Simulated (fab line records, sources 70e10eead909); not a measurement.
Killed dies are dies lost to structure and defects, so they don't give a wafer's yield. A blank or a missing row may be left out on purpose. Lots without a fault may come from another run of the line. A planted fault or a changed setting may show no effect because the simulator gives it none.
Chamber matching | flow nand_harc | NHARC_P_M2_DEP_33 on pecvd-02: 3 sister chambers
The step deposits SiCN, target thk 30 nm. 6 wafers are shown with their chamber, then 9 later ones without.

WAFERS WITH THEIR CHAMBER
wafer  | chamber | heater_power_w (W)
L080.5 | 2       | 558
L086.4 | 0       | 506
L086.6 | 1       | 478
L087.2 | 2       | 469
L087.5 | 1       | 458
L087.6 | 0       | 470

WAFERS WITHOUT THEIR CHAMBER
wafer  | heater_power_w (W)
L089.2 | 542
L089.4 | 533
L089.5 | 529
L092.2 | 485
L092.4 | 505
L092.6 | 457
L097.2 | 532
L097.4 | 468
L097.6 | 531

WHICH CHAMBER EACH WENT THROUGH
wafer  | from the rows above          | in truth
L089.2 | can't be placed: 2 or 0 or 1 | 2
L089.4 | can't be placed: 2 or 0 or 1 | 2
L089.5 | can't be placed: 2 or 0 or 1 | 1
L092.2 | can't be placed: 0 or 1 or 2 | 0
L092.4 | can't be placed: 2 or 0 or 1 | 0
L092.6 | can't be placed: 1 or 0 or 2 | 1
L097.2 | can't be placed: 2 or 0 or 1 | 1
L097.4 | can't be placed: 1 or 0 or 2 | 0
L097.6 | can't be placed: 2 or 0 or 1 | 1
Placed correctly: 0 of 9. Can't be placed from these rows: 9 (the true chamber is among the candidates in 9). Placed wrongly: 0.
How it was worked out, from the rows above alone: a wafer's distance from a chamber is the root of the sum, over the readings, of the square of ((its reading less the chamber's mean) divided by the reading's scatter). The wafer belongs to the nearest chamber; if the next one is less than 2 further off, it can't be placed. A chamber's mean is the mean of its shown wafers. The scatter: the root of (the sum of the squares of (reading less its chamber's mean) over the shown wafers, divided by (wafers less chambers)).
